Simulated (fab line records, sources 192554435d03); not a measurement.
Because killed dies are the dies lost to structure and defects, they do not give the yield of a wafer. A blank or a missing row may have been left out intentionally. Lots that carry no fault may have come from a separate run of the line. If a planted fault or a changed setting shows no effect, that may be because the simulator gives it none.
fab line records | flow n5Finfet
record: lots: 7 wafers: 39
route steps=1938 shown FIN_CUT@176 SD_EPI_P@321 SD_ACTIVATION@330 GATE_CUT@500 MOL_CONTACT_COAG@538
startH: hours from the record's first day to the start of the lot's first wafer shown | waitH: how many hours have passed since the lot's step before this one | " same as the row above | L1.1+2: one row covering several wafers at once | - no value present, or no start provided | * or withheld: withheld | < > ~ a bound
route shown NAME@n: a module of which the file shows steps, and the number in the route of the first | usual: average and standard deviation across the fault-free wafers | same: alike in all rows | chamber/n: place in a boat | sites: each site's reading | _std_site: their standard deviation | _edge_site: the outer-site mean with the inner-site mean subtracted | radiusMm: how far each site lies from the wafer's centre | mask NAME#n: copy n | behind: the most recent tool/chamber to have shaped the wafer | hold: what put the lot on hold/how long, in hours/how the hold closed | device: which transistor (n, p or np) failed to switch | end of line: the route-end tests of the same wafers | a step without rows: its recipe alone | killed: the dies lost at the first sort to structure and to defects; this is not the yield of the wafer | map: per-die view of a wafer (x killed, . not killed, _ where there is no die)
set.NAME: the setting that was run; set.NAME@STEP: the one run at that earlier step | model.NAME: the simulator's own value behind a step, which no gauge read
lots whose settings were changed on purpose; a table a step, a row a wafer
== steps ==
step: N5_FIN_CUT_CUT_ETCH_15
recipe: chemistry: HBr/Cl2/O2 target: Si targetDepthA: 1000 btTimeS: 10 maskMaterial: SOC timeS: 42.4 ionEnergyEv: * biasW: * pressureMtorr: 10 icpW: 800 HBr_flow_sccm: 150 Cl2_flow_sccm: 80 O2_flow_sccm: 12
columns lot.wafer tool chamber startH waitH set.timeS model.etch.depthNm model.FIN_CUT.featureDepthNm model.SOC_of_FIN_CUT_COAT_18.thkNm
L074.1 rieSi-02 1 27.63 0.1 42.4 94.37 94.4 173.4
L074.2 " 2 " " 42.4 98.16 98.2 171
L074.3 " 3 " " 42.4 101 101 169.6
L074.4 " 0 " " 42.4 100 100 170.6
L074.5 " 2 " " 42.4 97.22 97.2 172.6
L074.6 " 3 " " 42.4 101.3 101.2 169.6
L075.1 rieSi-05 2 34.07 0.1 48.6 113.6 113.6 165.8
L075.2 " 1 " " 42.4 102.2 102.2 169.2
L075.3 " 0 " " 48.6 115.6 115.6 164.8
L075.4 " 0 " " 42.4 100.3 100.4 171.6
L075.5 " 1 " " 42.4 101.2 101.2 169.6
L075.6 " 2 " " 48.6 114.2 114.2 164.8
L078.1 rieSi-05 2 51.31 0.1 42.4 99.1 99.2 171.2
L078.2 " 1 " " 42.4 102.1 102.2 168.2
L078.3 " 2 " " 51.35 119.7 119.8 162.6
L078.4 " 1 " " 42.4 102 102 169.6
L078.5 " 2 " " 51.35 120.2 120.2 162
L078.6 " 1 " " 51.35 122.6 122.6 161.6
L089.1 rieSi-05 2 117.76 0.1 42.4 98.54 98.6 170.6
L089.2 " 1 " " 42.4 101.4 101.4 168.6
L089.3 " 3 " " 42.4 100.3 100.4 168.8
L089.4 " 0 " " 42.4 100.6 100.6 169.2
L089.5 " 3 " " 42.4 100.2 100.2 168.6
L089.6 " 2 " " 42.4 98.29 98.2 170.8
L093.1 rieSi-04 0 142.29 0.1 49.27 115.1 115.2 165.8
L093.2 " 1 " " 49.27 117.7 117.6 164.8
L093.3 " 2 " " 49.27 118.4 118.4 163.4
L093.4 " 3 " " 42.4 102.8 102.8 170.2
L093.5 " 1 " " 42.4 101.4 101.4 169.6
L093.6 " 0 " " 42.4 98.68 98.6 171.6
L094.1 rieSi-04 0 148.15 0.1 42.4 98.08 98 172.6
L094.2 " 3 " " 42.4 102.3 102.4 170.2
L094.3 " 1 " " 34.88 82.03 82 177.2
L094.4 " 2 " " 34.88 82.86 82.8 177.6
L094.5 " 0 " " 34.88 80.7 80.6 179
L094.6 " 1 " " 42.4 100.6 100.6 169.4
L096.1 rieSi-05 3 159.18 0.1 42.4 99.1 99 170.6
L096.2 " 1 " " 42.4 101 101 169.2
L096.5 " 1 " " 42.4 100.9 101 169.6
step: N5_SD_EPI_P_EPI_21
recipe: material: SiGe:B dopant: B tempC: 550 pressureTorr: 20 ambient: H2 timeS: 355
columns lot.wafer tool chamber startH waitH set.epiGrowthTimeS model.SiGe-B_of_SD_EPI_P_EPI_21.thkNm
L074.1 epiRpcvd-01 0 54.75 0.2 366.1 64
L074.2 " 0 " " 366.1 63.4
L074.3 " 0 " " 366.1 63.8
L074.4+6 " 0 " " 355 61.8
L074.5 " 0 " " 355 61.6
L075.1+5+6 epiRpcvd-01 0 63.09 0.2 355 60.6
L075.2 " 0 " " 334.7 58
L075.3 " 0 " " 334.7 57.6
L075.4 " 0 " " 334.7 58.2
L078.1 epiRpcvd-01 0 78.00 0.2 355 59
L078.2+4+5+6 " 0 " " 355 59.4
L078.3 " 0 " " 355 59.6
L089.1 epiRpcvd-04 0 146.22 0.2 380 64.8
L089.2 " 0 " " 355 62
L089.3 " 0 " " 355 62.2
L089.4 " 0 " " 380 65
L089.5 " 0 " " 355 62.6
L089.6 " 0 " " 380 65.2
L093.1 epiRpcvd-04 0 170.14 0.2 355 62
L093.2 " 0 " " 373.5 63.2
L093.3 " 0 " " 355 61.2
L093.4 " 0 " " 373.5 62.6
L093.5 " 0 " " 355 60.6
L093.6 " 0 " " 373.5 63.4
L094.1 epiRpcvd-01 0 174.26 0.1 318.5 55.4
L094.2 " 0 " " 355 59.8
L094.3 " 0 " " 355 59.2
L094.4 " 0 " " 318.5 54.8
L094.5 " 0 " " 355 60.2
L094.6 " 0 " " 318.5 56
L096.1 epiRpcvd-04 0 191.55 0.2 355 61
L096.2 " 0 " " 355 62
L096.5 " 0 193.47 2.0 355 61.4
step: N5_SD_EPI_P_EPI_MEAS_23
recipe: mode: xrd
usual: thkNm: 61.0/1.5
columns lot.wafer tool chamber startH waitH set.epiGrowthTimeS@SD_EPI_P_EPI_21 thkNm
L074.1 filmMetro-01 - 57.69 2.5 366.1 64.1
L074.2 " - " " 366.1 64.0
L074.3 " - " " 366.1 64.4
L074.4 " - " " 355 61.9
L074.5 " - " " 355 61.5
L074.6 " - " " 355 62.6
L075.1 filmMetro-01 - 66.02 2.5 355 60.6
L075.2 " - " " 334.7 58.5
L075.3 " - " " 334.7 57.6
L075.4 " - " " 334.7 58.0
L075.5 " - " " 355 60.9
L075.6 " - " " 355 62.1
L078.1 filmMetro-01 - 80.92 2.4 355 59.5
L078.2 " - " " 355 59.8
L078.3 " - " " 355 58.6
L078.4 " - " " 355 57.5
L078.5 " - " " 355 60.7
L078.6 " - " " 355 57.3
L089.1 filmMetro-02 - 149.15 2.5 380 65.5
L089.2 " - " " 355 61.0
L089.3 " - " " 355 62.0
L089.4 " - " " 380 65.7
L089.5 " - " " 355 63.2
L089.6 " - " " 380 65.4
L093.1 filmMetro-01 - 173.07 2.5 355 62.2
L093.2 " - " " 373.5 64.2
L093.3 " - " " 355 60.2
L093.4 " - " " 373.5 62.2
L093.5 " - " " 355 58.9
L093.6 " - " " 373.5 61.8
L094.1 filmMetro-01 - 176.47 1.9 318.5 53.6
L094.2 " - " " 355 59.1
L094.3 " - " " 355 61.0
L094.4 " - " " 318.5 54.7
L094.5 " - " " 355 60.8
L094.6 " - " " 318.5 56.8
L096.1 filmMetro-02 - 194.47 2.4 355 62.1
L096.2 " - " " 355 63.0
L096.5 " - " " 355 61.1
step: N5_SD_EPI_P_HM_STRIP_48
recipe: chemistry: H3PO4 tempC: 160 material: SiNx target: SiNx targetDepthA: 30 overetchFraction: 0.3
step: N5_SD_EPI_P_SRD_49
recipe: dry: ipaMarangoni timeS: 30 tempC: 23 rinseLiquid: diw
step: N5_SD_ACTIVATION_RTA_00
recipe: tempC: 975 timeS: 0 ambient: N2 idleTempC: 600 rampUpCPerS: 150 rampDownCPerS: 60 coolToC: 600
step: N5_SD_ACTIVATION_LSA_01
recipe: tempC: 1080 timeS: 0.0008 ambient: N2
step: N5_SD_ACTIVATION_RS_MEAS_03
recipe: thkMeasGauge: four-point-probe
usual: RS_SD_N: 21.81/0.27 RS_SD_P: 56.0/1.2
columns lot.wafer tool chamber startH waitH set.epiGrowthTimeS@SD_EPI_P_EPI_21 RS_SD_N[ohm/sq] RS_SD_P[ohm/sq]
L074.1 filmMetro-01 - 58.32 0.2 366.1 21.40 53.1
L074.2 " - " " 366.1 21.52 53.9
L074.3 " - " " 366.1 21.54 53.7
L074.4 " - " " 355 21.37 55.4
L074.5 " - " " 355 21.51 56.0
L074.6 " - " " 355 21.66 55.3
L075.1 filmMetro-02 - 66.67 0.2 355 22.14 57.5
L075.2 " - " " 334.7 21.55 60.0
L075.3 " - " " 334.7 21.74 60.2
L075.4 " - " " 334.7 21.47 59.3
L075.5 " - " " 355 21.38 57.2
L075.6 " - " " 355 21.21 57.0
L078.1 filmMetro-01 - 81.53 0.2 355 21.56 58.8
L078.2 " - " " 355 21.56 57.8
L078.3 " - " " 355 21.38 57.9
L078.4 " - " " 355 21.69 58.3
L078.5 " - " " 355 21.87 58.0
L078.6 " - " " 355 21.93 57.6
L089.1 filmMetro-02 - 149.76 0.2 380 21.64 52.6
L089.2 " - " " 355 21.63 54.5
L089.3 " - " " 355 21.46 54.3
L089.4 " - " " 380 21.91 52.0
L089.5 " - " " 355 21.77 54.0
L089.6 " - " " 380 21.84 52.0
L093.1 filmMetro-02 - 173.69 0.2 355 21.92 55.6
L093.2 " - " " 373.5 21.68 54.2
L093.3 " - " " 355 21.83 56.0
L093.4 " - " " 373.5 21.61 54.6
L093.5 " - " " 355 21.53 56.4
L093.6 " - " " 373.5 21.63 54.1
L094.1 filmMetro-01 - 177.08 0.2 318.5 21.68 60.5
L094.2 " - " " 355 21.79 56.3
L094.3 " - " " 355 21.50 57.1
L094.4 " - " " 318.5 21.85 61.4
L094.5 " - " " 355 21.75 56.3
L094.6 " - " " 318.5 21.65 59.9
L096.1 filmMetro-01 - 195.08 0.2 355 21.95 55.0
L096.2 " - " " 355 21.97 54.7
L096.5 " - " " 355 21.99 55.3
step: N5_GATE_CUT_CUT_ETCH_53
recipe: chemistry: SF6/Cl2 target: W maskMaterial: SiO2 targetDepthA: 792 pressureMtorr: 8 icpW: 900 biasW: 80 SF6_flow_sccm: 40 Cl2_flow_sccm: 60 ends: cleared
usual: etchRfOnTimeS: 26.2/0.68
columns lot.wafer tool chamber startH waitH set.icpW etchRfOnTimeS
L074.1 rieMetal-01 1 84.20 0.1 900 25.8
L074.2 " 0 " " 900 25.6
L074.3 " 1 " " 900 25.7
L074.4 " 0 " " 900 25.6
L074.5 " 1 " " 900 26.0
L074.6 " 0 " " 900 25.6
L075.1 rieMetal-03 1 94.74 0.1 900 27.6
L075.2 " 0 " " 995.1 24.9
L075.3 " 0 " " 900 27.0
L075.4 " 1 " " 995.1 25.3
L075.5 " 0 " " 900 27.0
L075.6 " 1 " " 995.1 25.2
L078.1 rieMetal-02 1 107.31 0.1 900 26.3
L078.2 " 0 " " 900 26.9
L078.3 " 1 " " 964.7 24.6
L078.4 " 0 " " 964.7 25.4
L078.5 " 0 " " 900 26.8
L078.6 " 1 " " 964.7 24.6
L089.1 rieMetal-03 0 177.02 0.1 900 27.2
L089.2 " 1 " " 900 27.1
L089.3 " 1 " " 807.4 29.8
L089.4 " 0 " " 807.4 30.0
L089.5 " 1 " " 900 27.3
L089.6 " 0 " " 807.4 29.7
L093.1 rieMetal-03 1 200.93 0.1 1042 24.1
L093.2 " 1 " " 900 27.1
L093.3 " 1 " " 1042 23.9
L093.4 " 1 " " 1042 24.0
L093.5 " 1 " " 900 27.2
L093.6 " 1 " " 900 27.4
L094.1 rieMetal-02 0 202.61 0.1 817.4 28.7
L094.2 " 1 " " 900 25.5
L094.3 " 0 " " 817.4 28.9
L094.4 " 1 " " 900 25.5
L094.5 " 0 " " 900 26.3
L094.6 " 1 " " 817.4 27.7
L096.1 rieMetal-02 1 220.24 0.1 900 26.0
L096.2 " 0 " " 900 26.8
L096.5 " 0 " " 900 26.8
step: N5_MOL_CONTACT_COAG_ETCH_110
recipe: chemistry: CF4/O2 target: Si targetDepthA: 25 timeS: 8 pressureMtorr: 100 sourceW: 200 biasW: 12 ionEnergyEv: 60 Ar_flow_sccm: 100 cf4FlowSccm: 100 O2_flow_sccm: 10
columns lot.wafer tool chamber startH waitH set.sourceW model.etch.depthNm
L074.1 rieDiel-04 3 87.88 0.0 200 2.586
L074.2 " 0 " " 200 2.49
L074.3 " 1 " " 235.6 2.832
L074.4 " 2 " " 200 2.533
L074.5 " 3 " " 235.6 3.013
L074.6 " 0 " " 235.6 2.878
L075.1+4 rieDiel-04 2,0 99.16 0.0 200 2.504
L075.2 " 1 " " 176 2.192
L075.3 " 3 " " 176 2.3
L075.5 " 1 " " 200 2.459
L075.6 " 0 " " 176 2.236
L078.1 rieDiel-04 0 111.12 0.0 200 2.509
L078.2 " 1 " " 210.2 2.587
L078.3 " 2 " " 200 2.511
L078.4 " 3 " " 210.2 2.682
L078.5 " 0 " " 210.2 2.627
L078.6 " 3 " " 200 2.618
L089.1 rieDiel-04 3 181.32 0.0 200 2.588
L089.2 " 0 " " 214.7 2.634
L089.3 " 1 " " 214.7 2.599
L089.4 " 2 " " 200 2.485
L089.5 " 1 " " 200 2.434
L089.6 " 2 " " 214.7 2.657
L093.1 rieDiel-04 1 205.29 0.0 200 2.449
L093.2 " 3 " " 180.2 2.365
L093.3 " 2 " " 200 2.518
L093.4 " 3 " " 180.2 2.366
L093.5 " 1 " " 180.2 2.236
L093.6 " 2 " " 200 2.523
L094.1 rieDiel-04 1 206.99 0.0 200 2.471
L094.2 " 2 " " 200 2.52
L094.3 " 3 " " 200 2.583
L094.4 " 1 " " 200 2.469
L094.5 " 2 " " 200 2.542
L094.6 " 3 " " 200 2.58
L096.1 rieDiel-06 1 224.64 0.0 200 2.637
L096.2 " 0 " " 200 2.396
L096.5 " 2 " " 200 2.488
== key ==
split: step: N5_FIN_CUT_CUT_ETCH_15 setting: timeS stated: 42.4 by: wafer
response: step: N5_FIN_CUT_CUT_ETCH_15 reading: model.etch.depthNm change: +0.97 per: 1% r: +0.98
response: step: N5_FIN_CUT_CUT_ETCH_15 reading: model.FIN_CUT.featureDepthNm change: +0.97 per: 1% r: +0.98
response: step: N5_FIN_CUT_CUT_ETCH_15 reading: model.SOC_of_FIN_CUT_COAT_18.thkNm change: -0.368 per: 1% r: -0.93
split: step: N5_SD_EPI_P_EPI_21 setting: epiGrowthTimeS stated: 355 by: wafer
response: step: N5_SD_EPI_P_EPI_21 reading: model.SiGe-B_of_SD_EPI_P_EPI_21.thkNm change: +0.421 per: 1% r: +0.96
response: step: N5_SD_EPI_P_EPI_MEAS_23 reading: thkNm change: * per: 1% r: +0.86
response: step: N5_SD_ACTIVATION_RS_MEAS_03 reading: RS_SD_P change: -0.383 per: 1% r: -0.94
split: step: N5_GATE_CUT_CUT_ETCH_53 setting: icpW stated: 900 by: wafer
response: step: N5_GATE_CUT_CUT_ETCH_53 reading: etchRfOnTimeS change: * per: 1% r: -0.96
split: step: N5_MOL_CONTACT_COAG_ETCH_110 setting: sourceW stated: 200 by: wafer
response: step: N5_MOL_CONTACT_COAG_ETCH_110 reading: model.etch.depthNm change: +0.0198 per: 1% r: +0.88
